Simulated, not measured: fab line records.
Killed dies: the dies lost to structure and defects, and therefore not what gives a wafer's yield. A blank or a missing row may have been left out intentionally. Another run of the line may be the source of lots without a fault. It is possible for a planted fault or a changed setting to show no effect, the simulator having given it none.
fab line records    flow nand-harc
record lots=5  wafers=15  last-day=24
route steps=1159 shown P_M1@297 END@1159
lots untouched by any fault: they come from a run of this same line in which no faults occurred
start-h: the number of hours between the record's first day and the start of the first shown wafer of the lot    wait-h: how many hours have passed since the lot's step before this one    " as in the row above    L1.1+2: a row that stands for several wafers    - no value present, or no start provided    * or withheld: withheld    < > ~ a bound
route shown NAME@n: names a module that has steps shown in the file, with the first one's number in the route    usual: mean/standard deviation taken from wafers without a fault    same: alike in all rows    chamber/n: place in a boat    sites: the reading at each site    _std_site: standard deviation across them    _edge_site: mean of outer sites minus mean of inner sites    radius-mm: for every site, how far away it sits from the centre of the wafer    mask NAME#n: copy n    behind: tool/chamber where the wafer was last shaped    hold: the reason the lot was held/the length of the hold in hours/how it ended    device: whichever transistor did not switch (one of n, p or np)    end of line: the tests these same wafers got at the end of their route    for a step that has no rows: nothing shown but its recipe    killed: dies that structure and defects cost at the first sort, which is not the same as the wafer's yield    map: dies across one wafer; x = killed, . = not, _ = none there
set.NAME: the run value of the setting; set.NAME@STEP: its run value at that earlier step    model.NAME: the simulator's own value behind a step, which no gauge read
a table for each step, a row for each wafer; lots at some steps of the route
services: a tool's chamber out of use, with start hour (start-h, from the record's first day; less than 0 if before it), hours out, and reason
## steps
# step NHARC_P_M1_INSPECT_11
# usual raw-defect-count=4.0/2.3
lot.wafer  tool               chamber  start-h  wait-h  raw-defect-count
L885.1     defect-inspect-01  -        120.27   0.1     4
L885.5     "                  -        "        "       3
L885.6     "                  -        "        "       3
L890.2     defect-inspect-02  -        146.32   0.0     8
L890.3     "                  -        "        "       4
L890.6     "                  -        "        "       3
L901.2     defect-inspect-01  -        223.03   0.0     6
L901.5     "                  -        "        "       2
L901.6     "                  -        "        "       5
L902.1     defect-inspect-02  -        226.11   0.0     1
L902.5     "                  -        "        "       4
L902.6     "                  -        "        "       7
L905.2     defect-inspect-01  -        242.21   0.0     11
L905.4     "                  -        "        "       4
L905.6     "                  -        "        "       5
# step NHARC_P_M1_DESCUM_14
# recipe time-s=3  o2-flow-sccm=200  ar-flow-sccm=0  bias-power-w=0  chemistry=O2
# usual chamber-pressure-mTorr=60.01/0.047  drypump-motor-current-A=5.6/0.51  oes-product-au=1.006/0.008  rf-vpp-V=58.2/0.87  showerhead-plenum-p-Torr=1.99/0.072  throttle-valve-pct=11.312/0.009
lot.wafer  tool         chamber  start-h  wait-h  chamber-pressure-mTorr  drypump-motor-current-A  oes-product-au  rf-hours-counter-h  rf-vpp-V  showerhead-plenum-p-Torr  throttle-valve-pct
L885.1     rie-diel-13  1        120.34   0.1     60.08                   6.4                      0.988           0.4                 57.5      1.97                      11.305
L885.6     "            0        "        "       60.00                   5.3                      1.000           -                   58.8      1.80                      11.304
L885.5     "            1        "        "       60.01                   6.4                      0.992           -                   58.9      1.97                      11.316
L890.3     rie-diel-08  0        146.39   0.1     60.01                   4.8                      1.003           1.6                 57.7      2.04                      11.308
L890.2     "            1        "        "       60.03                   5.7                      1.015           1.7                 58.8      1.97                      11.331
L890.6     "            0        "        "       60.10                   4.9                      0.999           -                   57.5      2.04                      11.332
L901.2     rie-diel-04  1        223.10   0.1     60.04                   6.2                      1.018           6.8                 57.4      2.01                      11.308
L901.6     "            0        "        "       59.95                   5.5                      1.008           -                   57.5      2.06                      11.321
L901.5     "            1        "        "       59.94                   6.1                      1.023           -                   57.2      2.01                      11.312
L902.1     rie-diel-08  0        226.20   0.1     60.07                   4.9                      1.013           7.7                 59.9      2.04                      11.306
L902.5     "            1        "        "       59.91                   5.7                      1.003           -                   57.9      1.97                      11.305
L902.6     "            2        "        "       60.05                   6.4                      1.015           -                   58.1      1.99                      11.307
L905.2     rie-diel-08  3        242.27   0.1     59.99                   5.3                      1.003           8.0                 58.8      2.05                      11.322
L905.4     "            2        "        "       60.01                   6.4                      1.007           8.1                 57.9      1.99                      11.305
L905.6     "            0        "        "       60.05                   4.8                      0.999           -                   58.0      2.04                      11.307
# step NHARC_P_M1_ETCH_35
# recipe target-depth-a=400  overetch-a=120  time-s=43.94  ion-energy-ev=200  n2-flow-sccm=150  h2-flow-sccm=150  ar-flow-sccm=0  rf-w=400  bias-w=150  chemistry=N2/H2
# usual chamber-pressure-mTorr=29.998/0.029  drypump-motor-current-A=5.6/0.52  oes-product-au=1.006/0.0079  rf-vpp-V=432.8/2.1  showerhead-plenum-p-Torr=2.12/0.075  throttle-valve-pct=14.172/0.0091
lot.wafer  tool         chamber  start-h  wait-h  chamber-pressure-mTorr  drypump-motor-current-A  oes-product-au  rf-hours-counter-h  rf-vpp-V  showerhead-plenum-p-Torr  throttle-valve-pct
L885.1     rie-diel-13  2        120.42   0.1     29.976                  5.3                      0.997           0.3                 434.2     2.16                      14.167
L885.6     "            2        "        "       30.026                  5.3                      1.005           -                   434.7     2.16                      14.163
L885.5     "            3        "        "       29.986                  5.3                      1.001           -                   431.6     2.08                      14.177
L890.3     rie-diel-08  2        146.47   0.1     30.037                  6.5                      1.020           1.4                 431.9     2.12                      14.170
L890.2     "            3        "        "       30.005                  5.3                      0.991           1.2                 433.8     2.19                      14.170
L890.6     "            2        "        "       30.007                  6.4                      0.999           -                   433.8     2.12                      14.162
L901.2     rie-diel-04  3        223.19   0.1     30.024                  5.0                      1.013           7.7                 429.2     2.01                      14.181
L901.5     "            0        "        "       29.996                  5.6                      1.010           -                   434.7     2.19                      14.158
L901.6     "            1        "        "       29.992                  6.1                      1.007           -                   433.3     2.15                      14.168
L902.1     rie-diel-08  0        226.26   0.1     29.987                  4.8                      1.007           7.7                 434.1     2.18                      14.175
L902.5     "            3        "        "       29.979                  5.3                      1.005           -                   434.3     2.19                      14.179
L902.6     "            0        "        "       30.016                  4.8                      1.003           -                   431.7     2.18                      14.162
L905.4     rie-diel-08  0        242.37   0.1     29.918                  4.8                      1.010           8.9                 435.6     2.18                      14.180
L905.2     "            1        "        "       29.996                  5.6                      1.010           8.9                 433.0     2.10                      14.167
L905.6     "            3        "        "       30.020                  5.3                      1.013           -                   433.5     2.19                      14.185
# step NHARC_P_M1_ETCH_15
# recipe target-depth-a=1825  time-s=91.2  c4f8-flow-sccm=withheld  ar-flow-sccm=400  rf-w=600  bias-w=300  chemistry=C4F8/Ar
# step NHARC_P_M1_CD_MEAS_16
# usual cd-nm=129.2/1.1
lot.wafer  tool       chamber  start-h  wait-h  cd-nm
L885.1     cd-sem-02  -        120.64   -       129.3
L885.5     "          -        "        "       129.0
L885.6     "          -        "        "       128.8
L890.2     cd-sem-03  -        146.70   -       129.5
L890.3     "          -        "        "       131.5
L890.6     "          -        "        "       129.2
L901.2     cd-sem-03  -        223.40   -       128.5
L901.5     "          -        "        "       126.7
L901.6     "          -        "        "       127.6
L902.1     cd-sem-01  -        226.48   -       129.0
L902.5     "          -        "        "       129.5
L902.6     "          -        "        "       128.9
L905.2     cd-sem-02  -        242.58   -       127.1
L905.4     "          -        "        "       126.3
L905.6     "          -        "        "       128.0
# step NHARC_P_M1_STRIP_18
# recipe power-w=1000  n2-flow-sccm=150  h2-flow-sccm=150  ar-flow-sccm=0  bias-w=0  chemistry=N2/H2
# step NHARC_P_M1_ETCH_28
# recipe target-depth-a=300  over-etch-frac=0.3  time-s=72.99  ion-energy-ev=150  cf4-flow-sccm=50  n2-flow-sccm=100  ar-flow-sccm=150  rf-w=300  bias-w=100  chemistry=CF4/N2
# step NHARC_P_M1_STRIP_19
# recipe time-s=600  temp-c=30  chemistry=post-etch-residue-remover
# step NHARC_P_M1_DEGAS_29
# recipe temp-c=250  time-s=60
# step NHARC_P_M1_PRE_CLEAN_30
# recipe time-s=30  temp-c=280  gas=H2/He
# usual heater-power-w=410/47
lot.wafer  tool            chamber  start-h  wait-h  heater-power-w
L885.1     pvd-sputter-01  -        -        -       311
L885.6     "               -        "        "       407
L885.5     "               -        "        "       311
L890.3     pvd-sputter-02  -        -        -       399
L890.2     "               -        "        "       397
L890.6     "               -        "        "       395
L901.2     pvd-sputter-03  -        -        -       393
L901.6     "               -        "        "       465
L901.5     "               -        "        "       382
L902.1     pvd-sputter-01  -        -        -       434
L902.5     "               -        "        "       324
L902.6     "               -        "        "       437
L905.4     pvd-sputter-02  -        -        -       485
L905.2     "               -        "        "       422
L905.6     "               -        "        "       388
# step NHARC_P_M1_PVD_20
# recipe target-thk-a=50  bias-v=168.6  power-w=15000  chamber-pressure-pa=0.12  time-s=8.06  substrate-temp-c=50  material=TaN
# usual substrate-temp-c=50.00/0.1  throttle-valve-pct=30.4/1.1
lot.wafer  tool            chamber  start-h  wait-h  substrate-temp-c  throttle-valve-pct
L885.1     pvd-sputter-01  -        -        -       50.03             30.5
L885.6     "               -        "        "       49.97             30.7
L885.5     "               -        "        "       49.91             29.9
L890.3     pvd-sputter-02  -        -        -       49.91             29.7
L890.2     "               -        "        "       49.95             28.7
L890.6     "               -        "        "       49.88             29.9
L901.2     pvd-sputter-03  -        -        -       49.94             31.8
L901.5     "               -        "        "       49.90             30.8
L901.6     "               -        "        "       49.97             30.7
L902.1     pvd-sputter-01  -        -        -       49.91             31.5
L902.6     "               -        "        "       50.01             31.4
L902.5     "               -        "        "       50.21             29.4
L905.2     pvd-sputter-02  -        -        -       49.94             29.8
L905.4     "               -        "        "       50.18             28.2
L905.6     "               -        "        "       50.03             32.0
# step NHARC_P_M1_PVD_21
# recipe target-thk-a=300  chamber-pressure-pa=5  power-w=5000  substrate-temp-c=30  time-s=20.49  material=Cu
# step NHARC_P_M1_ECD_22
# recipe target-thk-a=4000  bath-temp-c=25  material=Cu
# usual bath-heat-duty-pct=6.2/0.86  bath-temp-c=24.98/0.1
lot.wafer  tool       chamber  start-h  wait-h  bath-heat-duty-pct  bath-temp-c
L885.1     ecd-cu-01  0        121.71   -       6.6                 25.05
L885.6     "          0        "        "       5.6                 24.92
L885.5     "          1        "        "       5.4                 25.04
L890.2     ecd-cu-02  0        147.80   -       -                   -
L890.3     "          1        "        "       -                   -
L890.6     "          0        "        "       -                   -
L901.2     ecd-cu-01  1        224.48   -       6.6                 24.84
L901.5     "          1        "        "       5.1                 24.90
L901.6     "          0        "        "       6.5                 24.93
L902.1     ecd-cu-02  1        228.18   -       6.5                 25.08
L902.6     "          0        "        "       7.7                 24.91
L902.5     "          1        "        "       6.1                 24.97
L905.2     ecd-cu-02  1        243.76   -       6.3                 24.86
L905.4     "          0        "        "       7.2                 24.98
L905.6     "          1        "        "       5.5                 24.85
# step NHARC_P_M1_ANNEAL_31
# recipe temp-c=225  time-s=90
# usual wafer_temp_C_max=226.1/0.37
lot.wafer  tool           chamber  start-h  wait-h  wafer_temp_C_max
L885.1     rtp-anneal-01  0        122.09   0.3     226.9
L885.5     "              0        "        "       226.5
L885.6     "              0        "        "       226.3
L890.2     rtp-anneal-01  0        148.23   0.4     226.7
L890.3     "              0        "        "       226.6
L890.6     "              0        "        "       226.9
L901.2     rtp-anneal-01  0        224.92   0.4     226.5
L901.5     "              0        "        "       225.9
L901.6     "              0        "        "       226.5
L902.1     rtp-anneal-02  0        228.50   -       225.8
L902.5     "              0        "        "       225.6
L902.6     "              0        "        "       225.6
L905.2     rtp-anneal-02  0        244.14   0.3     225.4
L905.4     "              0        "        "       225.7
L905.6     "              0        "        "       225.7
# step NHARC_P_M1_CMP_23
# recipe t-overpolish-s=20  target-thk-nm=157.82
# usual motor-current-A=12.0/1.6  time-to-endpoint-s=29.3/2.9
lot.wafer  tool    chamber  start-h  wait-h  motor-current-A  time-to-endpoint-s
L885.1     cmp-02  1        122.46   -       11.8             23.5
L885.6     "       0        "        "       9.6              30.9
L885.5     "       1        "        "       11.5             24.6
L890.3     cmp-01  3        148.52   -       13.1             1.1
L890.2     "       2        "        "       11.3             0.0
L890.6     "       0        "        "       13.6             3.7
L901.2     cmp-03  1        225.27   -       12.8             29.6
L901.5     "       3        "        "       10.3             29.1
L901.6     "       0        "        "       13.0             29.7
L902.1     cmp-01  3        228.91   -       13.1             29.9
L902.5     "       1        "        "       9.7              33.3
L902.6     "       2        "        "       11.5             28.7
L905.4     cmp-02  2        244.44   -       12.4             30.9
L905.2     "       1        "        "       11.0             29.9
L905.6     "       3        "        "       11.9             32.2
# step NHARC_P_M1_THK_MEAS_24
# recipe thk-meas-gauge=xrf
# usual thk-nm=158.4/1.4
lot.wafer  tool           chamber  start-h  wait-h  thk-nm
L885.1     film-metro-02  -        122.75   -       157.7
L885.5     "              -        "        "       156.2
L885.6     "              -        "        "       160.3
L890.2     film-metro-02  -        148.84   -       28.8
L890.3     "              -        "        "       29.9
L890.6     "              -        "        "       29.0
L901.2     film-metro-01  -        225.53   -       157.7
L901.5     "              -        "        "       157.6
L901.6     "              -        "        "       157.9
L902.1     film-metro-02  -        229.16   -       157.7
L902.5     "              -        "        "       159.5
L902.6     "              -        "        "       157.3
L905.2     film-metro-01  -        244.75   -       159.4
L905.4     "              -        "        "       161.2
L905.6     "              -        "        "       159.7
# step NHARC_P_M1_SRD_25
# step NHARC_END_SORT_01
# recipe temp-c=25
# usual defect-limited-yield=95.4/1.8  killed-at-array=28/11  killed-at-other=0.7/0.88  killed-at-periphery=3.1/2.2  killed-dies=31/12  killed-open=3.3/2  killed-short=2.0/1.6  sort_bin_2_pct=1.5/0.73  sort_bin_3_pct=0.27/0.22  sort_bin_4_pct=2.9/1.1  sort-n-pass=646/12  sort-rim-yield-pct=93/3.9  sort-yield-pct=95.4/1.8
# same gross-dies=677  sort_bin_5_pct[%]=0  sort_bin_6_pct[%]=0  sort_bin_7_pct[%]=0  sort_bin_8_pct[%]=0  sort-rim-n-gross=106.00
lot.wafer  tool       chamber  start-h  wait-h  defect-limited-yield[%]  killed-at-array  killed-at-other  killed-at-periphery  killed-dies  killed-open  killed-short  sort_bin_2_pct[%]  sort_bin_3_pct[%]  sort_bin_4_pct[%]  sort-n-pass  sort-rim-yield-pct[%]  sort-yield-pct[%]
L890.2     prober-01  0        467.70   2.8     0                        17               0                660                  677          1            1             97.6               0                  2.4                0            0                      0
L890.3     prober-01  0        468.49   3.1     0                        17               1                659                  677          3            3             97.5               0.44               2.1                0            0                      0
L890.6     prober-01  0        470.85   3.9     0                        14               3                660                  677          1            0             97.6               0.15               2.2                0            0                      0
L902.1     prober-02  0        556.92   2.5     94.2                     36               0                3                    39           5            1             1.9                0.15               3.7                638          90                     94.2
L902.5     prober-02  0        560.10   3.7     93.8                     42               0                0                    42           2            1             3.2                0                  3.0                635          91                     93.8
L902.6     prober-02  0        560.90   4.0     92.3                     48               2                2                    52           3            5             3.7                0.89               3.1                625          86                     92.3
L901.2     prober-01  0        570.86   2.8     93.8                     39               2                1                    42           1            0             2.1                0.59               3.5                635          88                     93.8
L901.5     prober-01  0        573.31   3.8     93.4                     39               3                3                    45           4            4             2.1                0.15               4.4                632          91                     93.4
L901.6     prober-01  0        574.12   4.1     94.5                     32               0                5                    37           3            4             2.4                0.44               2.7                640          86                     94.5
L905.2     prober-02  0        578.62   2.8     91.0                     49               1                11                   61           4            2             2.5                0.74               5.8                616          86                     91.0
# killed by level:class
L890.2 P_M1:area-ecd=655 A_SLIT:chamber-film-flake=11 P_GATE:chamber-film-flake=4 A_CHANNEL_HOLE_D1:chamber-film-flake=3 A_WL_FILL:geometric-particle:short=1 A_WL_FILL:geometric-particle:open=1 P_STI:chamber-film-flake=1 A_STAIRCASE:chamber-film-flake=1
L890.3 P_M1:area-ecd=657 A_SLIT:chamber-film-flake=10 A_SGD_CUT:geometric-particle:short=2 A_CHANNEL_HOLE_D1:geometric-particle:open=1 A_CHANNEL_FILL_D1:geometric-particle:open=1 A_WL_FILL:geometric-particle:short=1 A_BLC:geometric-particle:open=1 P_STI:chamber-film-flake=1
L890.6 P_M1:area-ecd=657 A_SLIT:chamber-film-flake=6 A_STAIRCASE:chamber-film-flake=3 THIN_TSV:chamber-film-flake=3 A_BLC:chamber-film-flake=2 P_CONTACT:geometric-particle:open=1 P_STI:chamber-film-flake=1 P_GATE:chamber-film-flake=1
L902.1 A_SLIT:chamber-film-flake=13 A_CHANNEL_HOLE_D1:chamber-film-flake=11 A_CHANNEL_FILL_D1:chamber-film-flake=5 P_M1:geometric-particle:open=2 A_CONTACT:chamber-film-flake=2 P_CONTACT:geometric-particle:open=1 A_ONON_D1:geometric-particle:open=1 A_WL_FILL:geometric-particle:short=1
L902.5 A_CHANNEL_HOLE_D1:chamber-film-flake=20 A_SLIT:chamber-film-flake=16 A_STAIRCASE:chamber-film-flake=2 A_CHANNEL_FILL_D1:geometric-particle:open=1 A_STAIRCASE:geometric-particle:open=1 A_WL_FILL:geometric-particle:short=1 A_CONTACT:chamber-film-flake=1
L902.6 A_CHANNEL_HOLE_D1:chamber-film-flake=15 A_SLIT:chamber-film-flake=15 A_CHANNEL_FILL_D1:chamber-film-flake=3 A_STAIRCASE:chamber-film-flake=3 A_CONTACT:chamber-film-flake=3 A_ONON_D1:geometric-particle:short=2 A_WL_FILL:geometric-particle:short=2 P_GATE:chamber-film-flake=2
L901.2 A_CHANNEL_HOLE_D1:chamber-film-flake=14 A_SLIT:chamber-film-flake=14 A_STAIRCASE:chamber-film-flake=5 A_WL_FILL:chamber-film-flake=2 THIN_TSV:chamber-film-flake=2 A_SGD_CUT:geometric-particle:open=1 P_M0:chamber-film-flake=1 A_ZERO_WELL:chamber-film-flake=1
L901.5 A_SLIT:chamber-film-flake=14 A_CHANNEL_HOLE_D1:chamber-film-flake=12 THIN_TSV:chamber-film-flake=3 A_WL_FILL:geometric-particle:open=2 A_STAIRCASE:chamber-film-flake=2 A_WL_FILL:chamber-film-flake=2 A_CONTACT:chamber-film-flake=2 P_M1:geometric-particle:short=1
L901.6 A_CHANNEL_HOLE_D1:chamber-film-flake=13 A_SLIT:chamber-film-flake=10 A_WL_FILL:chamber-film-flake=3 A_ONON_D1:geometric-particle:short=2 P_GATE:chamber-film-flake=2 P_CONTACT:geometric-particle:open=1 P_M0:geometric-particle:short=1 A_SOURCE_PLATE:geometric-particle:short=1
L905.2 A_SLIT:chamber-film-flake=17 A_CHANNEL_HOLE_D1:chamber-film-flake=15 A_STAIRCASE:chamber-film-flake=7 A_CONTACT:chamber-film-flake=5 P_ZERO_WELL:chamber-film-flake=4 P_CONTACT:geometric-particle:open=2 P_GATE:chamber-film-flake=2 A_ZERO_WELL:chamber-film-flake=2
# map L890.2 (x killed, . not)
____________x____________
_________xxxxxxx_________
_______xxxxxxxxxxx_______
______xxxxxxxxxxxxx______
_____xxxxxxxxxxxxxxx_____
____xxxxxxxxxxxxxxxxx____
____xxxxxxxxxxxxxxxxx____
___xxxxxxxxxxxxxxxxxxx___
___xxxxxxxxxxxxxxxxxxx___
__xxxxxxxxxxxxxxxxxxxxx__
__xxxxxxxxxxxxxxxxxxxxx__
_xxxxxxxxxxxxxxxxxxxxxxx_
_xxxxxxxxxxxxxxxxxxxxxxx_
_xxxxxxxxxxxxxxxxxxxxxxx_
_xxxxxxxxxxxxxxxxxxxxxxx_
_xxxxxxxxxxxxxxxxxxxxxxx_
xxxxxxxxxxxxxxxxxxxxxxxxx
xxxxxxxxxxxxxxxxxxxxxxxxx
xxxxxxxxxxxxxxxxxxxxxxxxx
xxxxxxxxxxxxxxxxxxxxxxxxx
xxxxxxxxxxxxxxxxxxxxxxxxx
_xxxxxxxxxxxxxxxxxxxxxxx_
_xxxxxxxxxxxxxxxxxxxxxxx_
_xxxxxxxxxxxxxxxxxxxxxxx_
_xxxxxxxxxxxxxxxxxxxxxxx_
_xxxxxxxxxxxxxxxxxxxxxxx_
__xxxxxxxxxxxxxxxxxxxxx__
__xxxxxxxxxxxxxxxxxxxxx__
___xxxxxxxxxxxxxxxxxxx___
___xxxxxxxxxxxxxxxxxxx___
____xxxxxxxxxxxxxxxxx____
____xxxxxxxxxxxxxxxxx____
_____xxxxxxxxxxxxxxx_____
______xxxxxxxxxxxxx______
_______xxxxxxxxxxx_______
_________xxxxxxx_________
____________x____________
# map L901.5 (x killed, . not)
____________x____________
_________......._________
_______..........._______
______.............______
_____.x............._____
____.................____
____.....x...x.......____
___...................___
___..........x........___
__.....................__
__.....................__
_..x...................._
_......................._
_....................x.._
_......................._
_..........x............_
..............x..........
......................x..
............x........x.x.
.....x..................x
...........x........x.xxx
_..x..............x...x._
_.....................x._
_xx.x...............xxx._
_x..x..............x.x.._
_x.x...x..........x....x_
__xx...................__
__xx...................__
___...................___
___.......x...........___
____.......x.........____
____.................____
_____..............._____
______.............______
_______..........._______
_________......._________
____________.____________
## services
tool            chamber  start-h  hours  kind
rie-diel-13     -        99.00    9.0    pm
pvd-sputter-01  -        99.53    1.9    repair
pvd-sputter-03  -        102.04   10.0   pm
rie-diel-04     3        108.76   5.7    repair
rie-diel-04     -        112.05   9.0    pm
pvd-sputter-01  -        115.44   0.8    repair
cmp-01          -        118.03   2.0    repair
rie-diel-08     -        124.86   9.0    pm
pvd-sputter-03  -        125.88   5.1    repair
rie-diel-04     0        126.60   3.2    repair
cmp-02          -        128.50   4.0    pm
ecd-cu-01       -        136.32   2.0    repair
rie-diel-04     2        149.06   1.9    repair
cmp-01          -        151.78   2.0    repair
pvd-sputter-01  -        158.01   10.0   pm
ecd-cu-02       -        172.24   1.0    repair
cmp-01          -        179.50   4.0    pm
ecd-cu-02       -        180.00   8.0    pm
pvd-sputter-03  -        198.68   17.0   repair
pvd-sputter-02  -        214.00   10.0   pm
rie-diel-13     1        219.17   28.8   repair
rie-diel-13     3        224.05   9.2    repair
rie-diel-13     0        224.48   4.3    repair
pvd-sputter-02  -        229.81   2.5    repair
## key
first-sign step=NHARC_P_M1_ECD_22  reading=tool-record  direction=missing
effect step=NHARC_P_M1_CMP_23  reading=time-to-endpoint-s  direction=down  sigmas=9.6  usual=*  struck=*
effect step=NHARC_P_M1_THK_MEAS_24  reading=thk-nm  direction=down  sigmas=90  usual=158.4  struck=29.2
effect step=NHARC_END_SORT_01  reading=killed-at-periphery  direction=up  sigmas=99+  usual=3.1  struck=659.7
more-kills-born-at NHARC_P_M1_ECD_22@ecd-cu-02=1969
met-at NHARC_P_M1_ECD_22
struck-wafers L890.2,L890.3,L890.6
later-rows-left-out L890.2,L890.3,L890.6
onset-between 121.71 147.80
fault kind=skipped-step-whole  tool=ecd-cu-01,ecd-cu-02  chamber=-  onset-h=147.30  steps=NHARC_P_M1_ECD_22  scope=struck-lots-only
# later-rows-left-out: the simulator's readings of these wafers behind a module that went badly wrong aren't trusted and aren't shown, but for the sort
